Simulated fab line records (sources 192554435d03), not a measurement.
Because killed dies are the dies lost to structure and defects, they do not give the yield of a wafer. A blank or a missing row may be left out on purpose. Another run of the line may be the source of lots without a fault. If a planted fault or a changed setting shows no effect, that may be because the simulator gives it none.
fab line records	flow n5-finfet
record lots=7	wafers=21
route steps=1938 shown BEOL_M1@757 BEOL_M2@910 BEOL_M4@1037 BEOL_M5@1157
start-h: hours from the record's opening day to when the first of the lot's shown wafers began	wait-h: how many hours have passed since the lot's step before this one	" same as the row above	L1.1+2: one row covering several wafers at once	- value missing, or start not given	* or withheld: withheld	< > ~ a bound
route shown NAME@n: a module of which the file shows steps, and the number in the route of the first	usual: average and standard deviation across the fault-free wafers	same: alike in all rows	chamber/n: place in a boat	sites: per-site readings	_std_site: how widely they spread, as a standard deviation	_edge_site: mean of outer sites minus mean of inner sites	radius-mm: how far each site lies from the wafer's centre	mask NAME#n: copy n	behind: the most recent tool/chamber to have shaped the wafer	hold: cause of the lot's hold/its duration in hours/its outcome	device: names the non-switching transistor (n, p or np)	end of line: the route-end tests of the same wafers	for a step that has no rows: nothing shown but its recipe	killed: the dies lost at the first sort to structure and to defects; this is not the yield of the wafer	map: shows each die of a wafer: x if killed, . if not, _ if none is there
set.NAME: the setting as run; set.NAME@STEP: as run at that earlier step	model.NAME: the simulator's own value behind a step, which no gauge read
lots with deliberately changed settings; one table per step, one row per wafer
## steps
# step N5_BEOL_M1_COAT_73
# recipe resist=underlayer	temp-c=205	time-s=60	spin-rpm=1500	resist-thk-nm=5
lot.wafer	tool	chamber	start-h	wait-h	set.temp-c
L081.1+4	litho-track-04	0	-	-	205
L081.2	"	0	"	"	201.4
L083.1+2	litho-track-05	0	-	-	201.8
L083.5	"	0	"	"	205
L084.1+5+6	litho-track-04	0	-	-	205
L086.2+4	litho-track-05	0	-	-	213.6
L086.3	"	0	"	"	205
L088.1+3+6	litho-track-01	0	-	-	205
L091.4	litho-track-05	0	-	-	211.9
L091.5+6	"	0	"	"	205
L093.1+3	litho-track-05	0	-	-	205
L093.5	"	0	"	"	208.8
# step N5_BEOL_M1_COAT_05
# recipe resist=CAR-EUV	spin-rpm=1500	resist-thk-nm=30
# step N5_BEOL_M1_EBR_07
# recipe solvent=PGMEA	ebr-width-mm=1.5
# step N5_BEOL_M1_STRIP_75
# recipe chemistry=N2/H2	temp-c=40	n2-flow-sccm=200	h2-flow-sccm=200	rf-frequency-hz=6e+07
# step N5_BEOL_M1_STRIP_66
# recipe chemistry=CF4	resist=SiARC	power-w=300	bias-power-w=75	pressure-mtorr=50	cf4-flow-sccm=150	rf-frequency-hz=6e+07
# step N5_BEOL_M1_HM_OPEN_17
# recipe chemistry=Cl2/BCl3	target-depth-a=200	overetch-a=60	target=TiN	mask-material=SOC	ion-energy-ev=150	pressure-mtorr=10	icp-w=1000	bias-w=126	Cl2_flow_sccm=53.25	bcl3-flow-sccm=21.75	Ar_flow_sccm=25
lot.wafer	tool	chamber	start-h	wait-h	set.target-thk-a@BEOL_M1_HM_DEP_02	model.etch.depth-nm
L081.1+4	rie-metal-03	1	167.23	0.0	200	20.13
L081.2	"	1	"	"	200	19.9
L083.1	rie-metal-02	1	179.68	0.0	200	20.36
L083.2	"	0	"	"	200	20.44
L083.5	"	0	"	"	200	20.49
L084.1	rie-metal-03	1	188.94	0.0	200	20.12
L084.5	"	0	"	"	200	19.71
L084.6	"	0	"	"	200	19.99
L086.2	rie-metal-02	1	196.67	0.0	200	20.15
L086.3	"	0	"	"	193.2	19.43
L086.4	"	1	"	"	200	19.97
L088.1	rie-metal-03	0	210.41	0.0	200	19.79
L088.3	"	1	"	"	200	20.19
L088.6	"	1	"	"	200	20.23
L091.4	rie-metal-01	0	226.46	0.1	211.5	20.8
L091.5	"	0	"	"	211.5	21.02
L091.6	"	0	"	"	200	19.82
L093.1	rie-metal-03	0	237.42	0.0	200	20.44
L093.3	"	0	"	"	213.7	21.33
L093.5	"	1	"	"	213.7	21.56
# step N5_BEOL_M1_STRIP_19
# recipe chemistry=O2	power-w=400	temp-c=40	pressure-mtorr=30	rf-frequency-hz=6e+07	bias-power-w=0	overash-fraction=0.2	o2-flow-sccm=225
# step N5_BEOL_M1_STRIP_83
# recipe chemistry=C4F6/O2	resist=SiARC	rf-frequency-hz=6e+07
# step N5_BEOL_M1_STRIP_36
# recipe chemistry=N2/H2	power-w=450	temp-c=40	pressure-mtorr=20	rf-frequency-hz=6e+07	overash-fraction=0.3	bias-power-w=7	h2-frac=0.5	n2-flow-sccm=200	h2-flow-sccm=200
# step N5_BEOL_M1_TRENCH_ETCH_37
# recipe chemistry=C4F6/O2	target-depth-a=552.07	target=SiOC	time-s=29	ion-energy-ev=250	pressure-mtorr=30	source-w=355	bias-w=185	Ar_flow_sccm=300	C4F6_flow_sccm=10	O2_flow_sccm=10
lot.wafer	tool	chamber	start-h	wait-h	set.target-thk-a@BEOL_M1_HM_DEP_02	model.TiN_of_BEOL_M1_HM_DEP_02.thk-nm
L081.1+4	rie-diel-03	1,0	-	-	200	17.8
L081.2	"	2	"	"	200	17.6
L083.1	rie-diel-03	1	-	-	200	18
L083.2+5	"	2,0	"	"	200	18.2
L084.1+6	rie-diel-04	2,3	-	-	200	17.8
L084.5	"	0	"	"	200	17.4
L086.2	rie-diel-04	3	-	-	200	17.8
L086.3	"	2	"	"	193.2	17.2
L086.4	"	0	"	"	200	17.6
L088.1	rie-diel-04	2	-	-	200	17.4
L088.3	"	0	"	"	200	17.8
L088.6	"	1	"	"	200	18
L091.4+5	rie-diel-03	2,0	-	-	211.5	18.6
L091.6	"	3	"	"	200	17.4
L093.1	rie-diel-05	0	-	-	200	18.2
L093.3	"	2	"	"	213.7	19
L093.5	"	0	"	"	213.7	19.2
# step N5_BEOL_M1_DEP_57
# recipe material=SiCN	target-thk-a=80	temp-c=withheld	precursor=3MS/NH3	pressure-torr=3	rf-w=202	time-s=14
lot.wafer	tool	chamber	start-h	wait-h	set.time-s	model.SiCN_of_BEOL_M1_DEP_57.thk-nm
L081.1	pecvd-03	0	173.38	0.0	14	7.8
L081.2	"	2	"	"	15.25	8.4
L081.4	"	2	"	"	15.25	8.6
L083.1	pecvd-02	1	191.34	0.0	14	7.8
L083.2	"	2	"	"	13.24	7.4
L083.5	"	2	"	"	14	8
L084.1	pecvd-03	1	195.85	0.0	14	7.8
L084.5+6	"	1,2	"	"	14	8
L086.2	pecvd-02	0	202.93	0.0	14	7.8
L086.3	"	2	"	"	15.12	8.4
L086.4	"	0	"	"	14	8
L088.1+3	pecvd-02	0,2	217.10	0.0	15.57	8.8
L088.6	"	0	"	"	14	8
L091.4	pecvd-03	0	242.13	0.0	14	8
L091.5+6	"	2,1	"	"	13.09	7.4
L093.1	pecvd-01	2	245.61	0.0	14	8
L093.3	"	1	"	"	13.08	7.4
L093.5	"	1	"	"	13.08	7.8
# step N5_BEOL_M2_SPUTTER_86
# recipe material=Cu	target-thk-a=45	temp-c=-20	chamber-pressure-pa=0.07	power-w=withheld	time-s=8.29
lot.wafer	tool	chamber	start-h	wait-h	set.time-s	model.Cu_of_BEOL_M2_SPUTTER_86.thk-nm
L081.1+2	pvd-sputter-01	-	178.51	0.1	8.29	4.4
L081.4	"	-	"	"	9.104	-
L083.1	pvd-sputter-01	-	196.61	0.1	8.29	4.4
L083.2	"	-	"	"	9.45	5.2
L083.5	"	-	"	"	8.29	4.6
L084.1+5+6	pvd-sputter-01	-	200.97	0.1	8.29	4.6
L086.2+3	pvd-sputter-01	-	214.63	0.1	7.961	4.2
L086.4	"	-	"	"	7.961	-
L088.1+6	pvd-sputter-03	-	223.99	0.1	7.056	3.8
L088.3	"	-	"	"	8.29	4.6
L091.4+6	pvd-sputter-01	-	248.49	0.1	7.741	4.2
L091.5	"	-	"	"	8.29	4.4
L093.1	pvd-sputter-02	-	252.70	0.1	7.553	4
L093.3	"	-	"	"	7.553	-
L093.5	"	-	"	"	8.29	4.4
# step N5_BEOL_M4_DESCUM_16
# recipe chemistry=O2	time-s=7	source-power-w=50	bias-power-w=20	pressure-mtorr=20	rf-frequency-hz=2.712e+07	temp-c=40	resist=CAR-EUV	o2-flow-sccm=225
lot.wafer	tool	chamber	start-h	wait-h	set.time-s	model.CAR-EUV_of_BEOL_M4_COAT_05.thk-nm
L081.1+2+4	rie-diel-06	2,0,3	194.49	0.4	7	26.2
L083.1	rie-diel-02	3	212.00	0.0	6.425	26.4
L083.2+5	"	1,3	"	"	7	26.2
L084.1	rie-diel-01	1	213.11	0.0	7	26.2
L084.5+6	"	3,0	"	"	7	26
L086.2	rie-diel-06	2	227.11	0.5	7	26
L086.3+4	"	1,0	"	"	7.906	25.6
L088.1	rie-diel-02	0	242.38	0.2	5.687	26.8
L088.3+6	"	1	"	"	7	26
L091.4	rie-diel-06	2	260.69	0.0	5.504	26.8
L091.5	"	3	"	"	5.504	26.6
L091.6	"	2	"	"	7	26
L093.1	rie-diel-02	3	270.63	0.0	7	26
L093.3	"	0	"	"	8.06	25.4
L093.5	"	3	"	"	8.06	25.6
# step N5_BEOL_M4_ETCH_74
# recipe chemistry=N2/H2	target=underlayer	target-depth-a=65	mask-material=CAR-EUV	time-s=5.2	ion-energy-ev=200	pressure-mtorr=30	source-w=840	bias-w=150	n2-flow-sccm=200	h2-flow-sccm=200	ends=cleared
lot.wafer	tool	chamber	start-h	wait-h	set.time-s@BEOL_M4_DESCUM_16	model.CAR-EUV_of_BEOL_M4_COAT_05.thk-nm
L081.1	rie-diel-06	2	194.53	0.0	7	20.4
L081.2+4	"	0,3	"	"	7	20.6
L083.1	rie-diel-02	3	212.03	0.0	6.425	20.8
L083.2+5	"	1,3	"	"	7	20.4
L084.1	rie-diel-01	1	213.15	0.0	7	20.4
L084.5+6	"	3,0	"	"	7	20.2
L086.2	rie-diel-06	2	227.15	0.0	7	20.2
L086.3+4	"	1,0	"	"	7.906	19.8
L088.1	rie-diel-02	0	242.41	0.0	5.687	21
L088.3+6	"	1	"	"	7	20.2
L091.4+5	rie-diel-06	2,3	260.73	0.0	5.504	21
L091.6	"	2	"	"	7	20.2
L093.1	rie-diel-02	3	270.69	0.0	7	20.4
L093.3+5	"	0,3	"	"	8.06	19.8
# step N5_BEOL_M4_ETCH_63
# recipe chemistry=CF4	target=SiARC	target-depth-a=156	mask-material=CAR-EUV	time-s=26	ion-energy-ev=80	pressure-mtorr=40	source-w=545	bias-w=36	Ar_flow_sccm=100	cf4-flow-sccm=100	ends=cleared
lot.wafer	tool	chamber	start-h	wait-h	set.time-s@BEOL_M4_DESCUM_16	model.CAR-EUV_of_BEOL_M4_COAT_05.thk-nm
L081.1	rie-diel-06	2	194.54	0.0	7	11.2
L081.2+4	"	0,3	"	"	7	11.4
L083.1	rie-diel-02	3	212.05	0.0	6.425	11.6
L083.2+5	"	1,3	"	"	7	11.2
L084.1	rie-diel-01	1	213.16	0.0	7	11.2
L084.5+6	"	3,0	"	"	7	11
L086.2	rie-diel-06	2	227.16	0.0	7	11
L086.3+4	"	1,0	"	"	7.906	10.6
L088.1	rie-diel-02	0	242.43	0.0	5.687	11.8
L088.3+6	"	1	"	"	7	11.2
L091.4+5	rie-diel-06	2,3	260.74	0.0	5.504	11.8
L091.6	"	2	"	"	7	11
L093.1	rie-diel-02	3	270.71	0.0	7	11.2
L093.3	"	0	"	"	8.06	10.4
L093.5	"	3	"	"	8.06	10.6
# step N5_BEOL_M4_COAT_76
# recipe resist=underlayer	temp-c=205	time-s=60	spin-rpm=1500	resist-thk-nm=5
lot.wafer	tool	chamber	start-h	wait-h	set.spin-rpm
L081.1+2	litho-track-04	0	-	-	1500
L081.4	"	0	"	"	1334
L083.1+5	litho-track-04	0	-	-	1500
L083.2	"	0	"	"	1557
L084.1+5+6	litho-track-05	0	-	-	1500
L086.2+3	litho-track-04	0	-	-	1610
L086.4	"	0	"	"	1500
L088.1+3+6	litho-track-04	0	-	-	1500
L091.4+5+6	litho-track-03	0	-	-	1665
L093.1+3+5	litho-track-03	0	-	-	1500
# step N5_BEOL_M4_COAT_22
# recipe resist=CAR-EUV	spin-rpm=1500	resist-thk-nm=30
# step N5_BEOL_M4_EBR_24
# recipe solvent=PGMEA	ebr-width-mm=1.5
# step N5_BEOL_M4_DESCUM_33
# recipe chemistry=O2	time-s=7	source-power-w=50	bias-power-w=20	pressure-mtorr=20	rf-frequency-hz=2.712e+07	temp-c=40	resist=CAR-EUV	o2-flow-sccm=225
# step N5_BEOL_M4_ETCH_77
# recipe chemistry=N2/H2	target=underlayer	target-depth-a=65	mask-material=CAR-EUV	time-s=5.2	ion-energy-ev=200	pressure-mtorr=30	source-w=840	bias-w=150	n2-flow-sccm=200	h2-flow-sccm=200	ends=cleared
lot.wafer	tool	chamber	start-h	wait-h	set.spin-rpm@BEOL_M4_COAT_76	model.etch.depth-nm	model.CAR-EUV_of_BEOL_M4_COAT_22.thk-nm
L081.1	rie-diel-02	3	195.78	0.0	1500	4.997	20.4
L081.2	"	2	"	"	1500	5.008	20.2
L081.4	"	1	"	"	1334	5.298	19.8
L083.1	rie-diel-02	1	213.10	0.0	1500	4.978	20.2
L083.2	"	2	"	"	1557	4.896	20.4
L083.5	"	1	"	"	1500	4.981	20.2
L084.1+5	rie-diel-02	3,0	214.15	0.0	1500	4.974	20.4
L084.6	"	1	"	"	1500	4.973	20.4
L086.2	rie-diel-06	1	228.11	0.0	1610	4.834	20.4
L086.3	"	3	"	"	1610	4.841	20.4
L086.4	"	0	"	"	1500	4.997	20.2
L088.1	rie-diel-01	2	243.29	0.0	1500	5.005	20.2
L088.3	"	1	"	"	1500	5.011	20.2
L088.6	"	3	"	"	1500	4.986	20.2
L091.4	rie-diel-02	0	261.95	0.0	1665	4.756	20.6
L091.5	"	3	"	"	1665	4.751	20.4
L091.6	"	2	"	"	1665	4.754	20.4
L093.1	rie-diel-02	0	271.77	0.0	1500	5.006	20.4
L093.3	"	3	"	"	1500	5.016	20.4
L093.5	"	3	"	"	1500	5.011	20.4
# step N5_BEOL_M5_VIA_ETCH_34
# recipe chemistry=C4F6/O2	target=SiCOH_lowk	target-depth-a=883	mask-material=SOC	taper-deg=4	time-s=39.2	ion-energy-ev=250	pressure-mtorr=30	source-w=345	bias-w=185	Ar_flow_sccm=300	C4F6_flow_sccm=10	O2_flow_sccm=10
# usual rf-vpp-V=657/12
lot.wafer	tool	chamber	start-h	wait-h	set.source-w	rf-vpp-V	model.etch.depth-nm
L081.1	rie-diel-03	1	206.49	0.0	319.3	698	86.44
L081.2	"	3	"	"	319.3	679	88.56
L081.4	"	3	"	"	345	652	91.23
L084.1	rie-diel-05	0	226.90	0.0	345	664	88.35
L084.5	"	0	"	"	345	663	88.95
L084.6	"	2	"	"	345	665	86.7
L083.1	rie-diel-04	0	227.06	0.0	312.9	711	85.09
L083.2	"	3	"	"	345	645	88.23
L083.5	"	2	"	"	312.9	674	85.92
L086.2	rie-diel-04	2	250.30	0.0	296.7	695	82.7
L086.3	"	0	"	"	296.7	731	83.45
L086.4	"	3	"	"	345	645	87.59
L088.1	rie-diel-03	3	254.57	0.0	345	649	91.93
L088.3	"	0	"	"	345	647	89.86
L088.6	"	2	"	"	345	668	87.65
L091.4	rie-diel-03	0	275.49	0.0	287.2	709	84.71
L091.5	"	2	"	"	287.2	733	82.54
L091.6	"	3	"	"	345	651	91.58
L093.1	rie-diel-03	3	284.87	0.0	345	652	91.39
L093.3	"	1	"	"	345	670	88.96
L093.5	"	2	"	"	345	668	88.68
# step N5_BEOL_M5_TRENCH_ETCH_37
# recipe chemistry=C4F6/O2	target-depth-a=716.52	target=SiCOH_lowk	time-s=24.7	ion-energy-ev=250	pressure-mtorr=30	source-w=345	bias-w=185	Ar_flow_sccm=300	C4F6_flow_sccm=10	O2_flow_sccm=10
lot.wafer	tool	chamber	start-h	wait-h	set.time-s	model.BEOL_M5.feature-depth-nm	model.etch.depth-nm
L081.1	rie-diel-03	1	-	-	24.7	72.4	72.34
L081.2	"	3	"	"	24.7	73.8	73.78
L081.4	"	3	"	"	24.7	74.2	74.21
L084.1	rie-diel-05	0	-	-	24.7	72.4	72.31
L084.5	"	0	"	"	24.7	71.4	71.44
L084.6	"	2	"	"	24.7	70.4	70.48
L083.1	rie-diel-04	0	-	-	27.66	79	79.08
L083.2	"	3	"	"	27.66	78.8	78.88
L083.5	"	2	"	"	27.66	79.2	79.22
L086.2	rie-diel-04	2	-	-	27.23	79.8	79.85
L086.3	"	0	"	"	24.7	72.8	72.87
L086.4	"	3	"	"	27.23	78.4	78.38
L088.1	rie-diel-03	3	-	-	24.7	74.8	74.81
L088.3	"	0	"	"	24.7	73.8	73.86
L088.6	"	2	"	"	24.7	71	71.08
L091.4	rie-diel-03	0	-	-	28.87	86.6	86.6
L091.5	"	2	"	"	24.7	71.4	71.46
L091.6	"	3	"	"	28.87	87	87.01
L093.1	rie-diel-03	3	-	-	27.05	81	80.97
L093.3	"	1	"	"	24.7	72.4	72.37
L093.5	"	2	"	"	27.05	78	78.04
# step N5_BEOL_M5_ETCH_41
# recipe chemistry=CH3F/O2	target=SiCN	target-depth-a=315	taper-deg=2	time-s=56.7	ion-energy-ev=120	mask-material=TiN	pressure-mtorr=30	source-w=395	bias-w=75	Ar_flow_sccm=150	CH3F_flow_sccm=30	O2_flow_sccm=20
# step N5_BEOL_M5_STRIP_91
# recipe chemistry=N2/H2	time-s=10	power-w=450	temp-c=40	pressure-mtorr=20	rf-frequency-hz=6e+07	bias-power-w=7	n2-flow-sccm=200	h2-flow-sccm=200
# step N5_BEOL_M5_OCD_MEAS_38
# usual trench-depth-nm=71.7/1.5
lot.wafer	tool	chamber	start-h	wait-h	set.time-s@BEOL_M5_TRENCH_ETCH_37	trench-depth-nm
L081.1	ocd-01	-	206.72	-	24.7	72.2
L081.2	"	-	"	"	24.7	73.8
L081.4	"	-	"	"	24.7	74.1
L084.1	ocd-02	-	227.14	-	24.7	71.7
L084.5	"	-	"	"	24.7	71.4
L084.6	"	-	"	"	24.7	71.0
L083.1	ocd-01	-	227.30	-	27.66	78.6
L083.2	"	-	"	"	27.66	78.4
L083.5	"	-	"	"	27.66	79.1
L086.2	ocd-02	-	250.54	-	27.23	79.6
L086.3	"	-	"	"	24.7	72.2
L086.4	"	-	"	"	27.23	78.1
L088.1	ocd-02	-	254.81	-	24.7	74.5
L088.3	"	-	"	"	24.7	73.6
L088.6	"	-	"	"	24.7	70.7
L091.4	ocd-02	-	275.74	-	28.87	87.1
L091.5	"	-	"	"	24.7	71.4
L091.6	"	-	"	"	28.87	87.1
L093.1	ocd-02	-	285.11	-	27.05	80.0
L093.3	"	-	"	"	24.7	72.6
L093.5	"	-	"	"	27.05	77.8
# step N5_BEOL_M5_HM_STRIP_39
# recipe chemistry=peroxide-tin-strip	material=TiN	target-depth-a=250	temp-c=50	time-s=158
# step N5_BEOL_M5_SRD_40
# recipe time-s=30	temp-c=23	rinse-liquid=diw	dry=ipa-marangoni
# step N5_BEOL_M5_ECD_50
# recipe material=Cu	target-thk-a=3000
# step N5_BEOL_M5_ANNEAL_51
# recipe temp-c=225	time-s=90	ambient=N2
# step N5_BEOL_M5_CMP_52
# recipe stop-on=SiCOH_lowk	t-overpolish-s=6.9	down-force-psi=1	platen-rpm=50	clearing-platen-down-force-psi=1.5	clearing-platen-rpm=50	post-cmp-clean=cu-alkaline	target-thk-nm=62	clearing-platen-pad-velocity-m-s=0.99484	pad-velocity-m-s=0.99484
lot.wafer	tool	chamber	start-h	wait-h	set.time-s@BEOL_M5_TRENCH_ETCH_37	model.Cu_of_BEOL_M5_ECD_50.thk-nm
L081.4	cmp-01	2	214.95	0.1	24.7	63.8
L081.1	"	3	"	"	24.7	62.2
L081.2	"	1	"	"	24.7	63.2
L083.2+1	cmp-04	3,0	233.30	0.3	27.66	68
L083.5	"	1	"	"	27.66	69.2
L084.1	cmp-01	2	236.45	0.3	24.7	62.2
L084.6	"	0	"	"	24.7	61
L084.5	"	1	"	"	24.7	59
L086.4	cmp-04	2	257.11	0.1	27.23	68
L086.3	"	3	"	"	24.7	63.2
L086.2	"	0	"	"	27.23	68.8
L088.1	cmp-03	2	261.15	0.3	24.7	67
L088.3	"	1	"	"	24.7	66.6
L088.6	"	3	"	"	24.7	63.8
L093.3	cmp-03	3	294.62	0.2	24.7	65
L093.1	"	1	"	"	27.05	73
L093.5	"	2	"	"	27.05	70.2
L091.4	cmp-04	1	301.64	0.2	28.87	76.8
L091.5	"	0	"	"	24.7	60
L091.6	"	1	"	"	28.87	78
# step N5_BEOL_M5_THK_MEAS_53
# recipe thk-meas-gauge=xrf	reads=Cu_of_BEOL_M5_ECD_50
# usual M5_THK=60.4/2
lot.wafer	tool	chamber	start-h	wait-h	set.time-s@BEOL_M5_TRENCH_ETCH_37	M5_THK[nm]
L081.1	film-metro-02	-	215.25	-	24.7	60.7
L081.2	"	-	"	"	24.7	61.7
L081.4	"	-	"	"	24.7	62.3
L083.1	film-metro-01	-	233.52	-	27.66	66.9
L083.2	"	-	"	"	27.66	67.0
L083.5	"	-	"	"	27.66	67.9
L084.1	film-metro-02	-	236.67	-	24.7	59.7
L084.5	"	-	"	"	24.7	57.2
L084.6	"	-	"	"	24.7	58.9
L086.2	film-metro-01	-	257.40	-	27.23	67.0
L086.3	"	-	"	"	24.7	61.5
L086.4	"	-	"	"	27.23	65.9
L088.1	film-metro-01	-	261.44	-	24.7	65.4
L088.3	"	-	"	"	24.7	64.9
L088.6	"	-	"	"	24.7	62.4
L093.1	film-metro-01	-	294.88	-	27.05	70.7
L093.3	"	-	"	"	24.7	63.2
L093.5	"	-	"	"	27.05	68.2
L091.4	film-metro-02	-	301.89	-	28.87	74.7
L091.5	"	-	"	"	24.7	58.4
L091.6	"	-	"	"	28.87	75.8
# step N5_BEOL_M5_PRE_CLEAN_77
# recipe gas=NH3/H2	time-s=15	temp-c=*	rf-power-w=300
# step N5_BEOL_M5_CO_CAP_78
# recipe material=Co	target-thk-a=20	temp-c=200	precursor=CCTBA/H2	pressure-torr=30	time-s=102.1
# step N5_BEOL_M5_PRE_CLEAN_55
# recipe gas=NH3	time-s=15	temp-c=withheld	rf-power-w=300
# step N5_BEOL_M5_DEP_56
# recipe material=SiCN	target-thk-a=80	temp-c=withheld	precursor=3MS/NH3	pressure-torr=3	rf-w=202	time-s=14
# step N5_BEOL_M5_RS_MEAS_57
# recipe thk-meas-gauge=four-point-probe	reads=Co_of_BEOL_M5_CO_CAP_78+Cu_of_BEOL_M5_ECD_50+Co_of_BEOL_M5_CVD_47+TaN_of_BEOL_M5_ALD_86
# usual M5_RS=0.386/0.015
lot.wafer	tool	chamber	start-h	wait-h	set.time-s@BEOL_M5_TRENCH_ETCH_37	M5_RS[ohm/sq]
L081.1	film-metro-02	-	215.51	0.0	24.7	0.385
L081.2	"	-	"	"	24.7	0.376
L081.4	"	-	"	"	24.7	0.372
L083.1	film-metro-02	-	233.78	0.0	27.66	0.346
L083.2	"	-	"	"	27.66	0.346
L083.5	"	-	"	"	27.66	0.338
L084.1	film-metro-02	-	236.93	0.0	24.7	0.384
L084.5	"	-	"	"	24.7	0.410
L084.6	"	-	"	"	24.7	0.394
L086.2	film-metro-02	-	257.66	0.1	27.23	0.341
L086.3	"	-	"	"	24.7	0.377
L086.4	"	-	"	"	27.23	0.346
L088.1	film-metro-01	-	261.71	0.0	24.7	0.352
L088.3	"	-	"	"	24.7	0.354
L088.6	"	-	"	"	24.7	0.373
L093.1	film-metro-01	-	295.14	0.0	27.05	0.317
L093.3	"	-	"	"	24.7	0.365
L093.5	"	-	"	"	27.05	0.333
L091.4	film-metro-01	-	302.18	0.1	28.87	0.299
L091.5	"	-	"	"	24.7	0.403
L091.6	"	-	"	"	28.87	0.293
## key
split step=N5_BEOL_M1_COAT_73	setting=temp-c	stated=205	by=wafer
response none clear
split step=N5_BEOL_M1_DEP_57	setting=time-s	stated=14	by=wafer
response step=N5_BEOL_M1_DEP_57	reading=model.SiCN_of_BEOL_M1_DEP_57.thk-nm	change=+0.0741	per=1%	r=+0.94
split step=N5_BEOL_M2_SPUTTER_86	setting=time-s	stated=8.29	by=wafer
response step=N5_BEOL_M2_SPUTTER_86	reading=model.Cu_of_BEOL_M2_SPUTTER_86.thk-nm	change=+0.0494	per=1%	r=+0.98
split step=N5_BEOL_M4_DESCUM_16	setting=time-s	stated=7	by=wafer
response step=N5_BEOL_M4_DESCUM_16	reading=model.CAR-EUV_of_BEOL_M4_COAT_05.thk-nm	change=-0.0348	per=1%	r=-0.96
response step=N5_BEOL_M4_ETCH_74	reading=model.CAR-EUV_of_BEOL_M4_COAT_05.thk-nm	change=-0.039	per=1%	r=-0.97
response step=N5_BEOL_M4_ETCH_63	reading=model.CAR-EUV_of_BEOL_M4_COAT_05.thk-nm	change=-0.0373	per=1%	r=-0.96
split step=N5_BEOL_M4_COAT_76	setting=spin-rpm	stated=1500	by=wafer
response step=N5_BEOL_M4_ETCH_77	reading=model.etch.depth-nm	change=-0.0249	per=1%	r=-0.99
response step=N5_BEOL_M4_ETCH_77	reading=model.CAR-EUV_of_BEOL_M4_COAT_22.thk-nm	change=+0.0407	per=1%	r=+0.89
split step=N5_BEOL_M5_VIA_ETCH_34	setting=source-w	stated=345	by=wafer
response step=N5_BEOL_M5_VIA_ETCH_34	reading=rf-vpp-V	change=-4.6	per=1%	r=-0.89
response step=N5_BEOL_M5_VIA_ETCH_34	reading=model.etch.depth-nm	change=+0.404	per=1%	r=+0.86
split step=N5_BEOL_M5_TRENCH_ETCH_37	setting=time-s	stated=24.7	by=wafer
response step=N5_BEOL_M5_TRENCH_ETCH_37	reading=model.BEOL_M5.feature-depth-nm	change=+0.816	per=1%	r=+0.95
response step=N5_BEOL_M5_TRENCH_ETCH_37	reading=model.etch.depth-nm	change=+0.814	per=1%	r=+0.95
response step=N5_BEOL_M5_OCD_MEAS_38	reading=trench-depth-nm	change=+0.817	per=1%	r=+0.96
response step=N5_BEOL_M5_CMP_52	reading=model.Cu_of_BEOL_M5_ECD_50.thk-nm	change=+0.853	per=1%	r=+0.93
response step=N5_BEOL_M5_THK_MEAS_53	reading=M5_THK	change=+0.819	per=1%	r=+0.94
response step=N5_BEOL_M5_RS_MEAS_57	reading=M5_RS	change=-0.00529	per=1%	r=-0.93
split outside-this-file step=N5_BEOL_M1_HM_DEP_02 setting=target-thk-a
# split outside-this-file: this setting was split too, and the file shows its column; the key of that split is in another file
